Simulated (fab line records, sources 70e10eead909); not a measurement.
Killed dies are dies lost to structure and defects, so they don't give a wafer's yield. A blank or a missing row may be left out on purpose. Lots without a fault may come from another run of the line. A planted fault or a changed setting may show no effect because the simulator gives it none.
Which tool did it? | flow nand_harc | 13 lots, 39 wafers sampled, at 5 steps of a route of 1302

WHAT THE GAUGES READ, wafer by wafer
NHARC_P_CONTACT_INSPECT_14. Usual: raw_defect_count 4.1, standard deviation 2.3.
lot  | measured     | on                | raw_defect_count | flag
L371 | day 6 02:40  | defect_inspect-02 | 2 4 0            |
L372 | day 6 09:59  | defect_inspect-02 | 4 4 7            |
L374 | day 7 08:13  | defect_inspect-02 | 3 6 10           |
L380 | day 9 20:38  | defect_inspect-01 | 2 5 2            |
L381 | day 10 01:55 | defect_inspect-01 | 1 6 4            |
L387 | day 12 16:05 | defect_inspect-01 | 2 3 5            |
L388 | day 12 22:41 | defect_inspect-01 | 4 2 2            |
L389 | day 13 15:31 | defect_inspect-01 | 3 3 4            |
L390 | day 13 21:01 | defect_inspect-01 | 3 3 4            |
L391 | day 14 03:58 | defect_inspect-01 | 2 1 7            |
L392 | day 14 19:23 | defect_inspect-01 | 3 6 5            |
L393 | day 15 03:59 | defect_inspect-01 | 0 7 4            |
L394 | day 15 14:58 | defect_inspect-02 | 6 6 4            |

NHARC_END_SORT_01. Usual: killed_at_array 61, standard deviation 22; killed_at_other 0.8, standard deviation 1; killed_at_periphery 3.8, standard deviation 2.3; killed_dies 66, standard deviation 22; killed_open 3.2, standard deviation 1.9; killed_short 2.8, standard deviation 1.8.
lot  | measured     | on        | killed_at_array | killed_at_other | killed_at_periphery | killed_dies | killed_open | killed_short | flag
L390 | day 32 06:20 | prober-02 | 66 82 58        | 0 1 0           | 2 2 5               | 68 85 63    | 4 4 1       | 1 5 2        |

WHICH TOOL RAN EACH LOT (tool, then ch and the chambers of the sampled wafers, then the start)
lot  | NHARC_P_CONTACT_DEP_30          | NHARC_P_CONTACT_DEP_00                     | NHARC_P_CONTACT_DEVELOP_11
L371 | pecvd-03 ch 0,1, day 6 01:00    | pecvd-03 ch 0,1, day 6 02:00 or earlier    | litho_track-04 ch 0, day 6 02:00
L372 | pecvd-03 ch 0,1,2, day 6 08:27  | pecvd-03 ch 0,1,2, day 6 09:00 or earlier  | litho_track-06 ch 0, day 6 09:00
L374 | pecvd-02 ch 0,1, day 7 06:36    | pecvd-02 ch 0,1, day 7 08:00 or earlier    | litho_track-01 ch 0, day 7 08:00
L380 | pecvd-04 ch 0,1, day 9 19:07    | pecvd-04 ch 0,1, day 9 20:00 or earlier    | litho_track-04 ch 0, day 9 20:00
L381 | pecvd-03 ch 0,1,2, day 10 00:22 | pecvd-03 ch 0,1,2, day 10 01:00 or earlier | litho_track-04 ch 0, day 10 01:00
L387 | pecvd-03 ch 0,1, day 12 14:25   | pecvd-03 ch 0,1, day 12 15:00 or earlier   | litho_track-06 ch 0, day 12 15:00
L388 | pecvd-03 ch 1,2, day 12 21:03   | pecvd-03 ch 1,2, day 12 22:00 or earlier   | litho_track-06 ch 0, day 12 22:00
L389 | pecvd-03 ch 1,2, day 13 13:53   | pecvd-03 ch 1,2, day 13 15:00 or earlier   | litho_track-01 ch 0, day 13 15:00
L390 | pecvd-04 ch 0,2, day 13 19:21   | pecvd-04 ch 0,2, day 13 20:00 or earlier   | litho_track-01 ch 0, day 13 20:00
L391 | pecvd-03 ch 0,2, day 14 02:17   | pecvd-03 ch 0,2, day 14 03:00 or earlier   | litho_track-01 ch 0, day 14 03:00
L392 | pecvd-03 ch 0,1,2, day 14 17:49 | pecvd-03 ch 0,1,2, day 14 19:00 or earlier | litho_track-04 ch 0, day 14 19:00
L393 | pecvd-02 ch 0,1,2, day 15 02:19 | pecvd-02 ch 0,1,2, day 15 03:00 or earlier | litho_track-06 ch 0, day 15 03:00
L394 | pecvd-02 ch 0,1,2, day 15 13:25 | pecvd-02 ch 0,1,2, day 15 14:00 or earlier | litho_track-04 ch 0, day 15 14:00
- NHARC_P_CONTACT_DEP_30: deposits SiNx, target thk 30 nm.
- NHARC_P_CONTACT_DEP_00: deposits SiO2, target thk 500 nm.
- NHARC_P_CONTACT_DEVELOP_11: develop time 35 s.

WHAT THE TOOLS THEMSELVES READ (means of the sampled wafers that have a number; where no wafer has one, the mark that the record gives instead)
NHARC_P_CONTACT_DEP_30. Usual: heater_power_w 712 W, standard deviation 88; rf_fwd_power_W 448.8 W, standard deviation 1.4.
lot  | tool     | heater_power_w (W) | rf_fwd_power_W (W) | flag
L371 | pecvd-03 | 682                | 449.3              |
L372 | pecvd-03 | 770                | 448.0              |
L374 | pecvd-02 | 626                | 448.4              |
L380 | pecvd-04 | 746                | 448.0              |
L381 | pecvd-03 | 789                | 450.3              |
L387 | pecvd-03 | 834                | 448.5              |
L388 | pecvd-03 | 788                | 449.7              |
L389 | pecvd-03 | 755                | 448.3              |
L390 | pecvd-04 | 640                | 449.5              |
L391 | pecvd-03 | 743                | 449.9              |
L392 | pecvd-03 | 763                | 448.8              |
L393 | pecvd-02 | 692                | 448.6              |
L394 | pecvd-02 | 636                | 449.3              |

NHARC_P_CONTACT_DEP_00. Usual: heater_power_w 547 W, standard deviation 91; rf_fwd_power_W 898.3 W, standard deviation 2.7; throttle_valve_pct 16.1 %, standard deviation 0.48.
lot  | tool     | heater_power_w (W) | rf_fwd_power_W (W) | throttle_valve_pct (%) | flag
L371 | pecvd-03 | 609                | 899.9              | 16.2                   |
L372 | pecvd-03 | 585                | 897.9              | 16.2                   |
L374 | pecvd-02 | 479                | 900.1              | 15.2                   |
L380 | pecvd-04 | 589                | 898.4              | 15.8                   |
L381 | pecvd-03 | 571                | 902.7              | 16.3                   |
L387 | pecvd-03 | 624                | 898.0              | 16.1                   |
L388 | pecvd-03 | 600                | 898.8              | 16.4                   |
L389 | pecvd-03 | 609                | 898.6              | 16.1                   |
L390 | pecvd-04 | 478                | 898.8              | 16.0                   |
L391 | pecvd-03 | 530                | 898.5              | 16.5                   |
L392 | pecvd-03 | 569                | 899.4              | 16.5                   |
L393 | pecvd-02 | 494                | 899.6              | 15.9                   |
L394 | pecvd-02 | 524                | 898.0              | 15.6                   |

NHARC_P_CONTACT_DEVELOP_11. Usual: chill_plate_temp_C 23.00 C, standard deviation 0.11; developer_temp_C 22.98 C, standard deviation 0.13.
lot  | tool           | chill_plate_temp_C (C) | developer_temp_C (C) | flag
L371 | litho_track-04 | 23.08                  | 22.95                |
L372 | litho_track-06 | 23.07                  | 23.13                |
L374 | litho_track-01 | 23.09                  | 23.01                |
L380 | litho_track-04 | 22.87                  | 24.07                | OFF
L381 | litho_track-04 | 23.01                  | 23.80                | OFF
L387 | litho_track-06 | 23.09                  | 22.98                |
L388 | litho_track-06 | 23.14                  | 22.99                |
L389 | litho_track-01 | 22.90                  | 23.03                |
L390 | litho_track-01 | 23.01                  | 23.08                |
L391 | litho_track-01 | 22.90                  | 22.86                |
L392 | litho_track-04 | 23.08                  | 22.93                |
L393 | litho_track-06 | 23.02                  | 23.12                |
L394 | litho_track-04 | 22.97                  | 22.78                |

THE ANSWER, worked out from the rows above alone
Rule: a lot is off if the mean of its wafers that have a number lies more than 3 standard deviations from the usual mean. A lot without any number at a reading at which 4 lots or more have one is off too. The other lots that the step has rows for count as sound. The gauges are gone through in route order, then the tools' own readings, and for those a lot's mean is taken as printed above. The first step at which some lot is off is used, and at that step the reading that is off furthest; a lot without a number counts as furthest.
Off: L380, L381, at NHARC_P_CONTACT_DEVELOP_11 (developer_temp_C).
A tool fits if, at that step or a process step before it, it ran every lot that is off, and no sound lot after the first of them. NHARC_P_CONTACT_DEP_00 gives no start for some lots, so the hours and the order of its lots are those of NHARC_P_CONTACT_DEVELOP_11. None of those tried fits.

WHAT THE SIMULATOR HAD PUT IN
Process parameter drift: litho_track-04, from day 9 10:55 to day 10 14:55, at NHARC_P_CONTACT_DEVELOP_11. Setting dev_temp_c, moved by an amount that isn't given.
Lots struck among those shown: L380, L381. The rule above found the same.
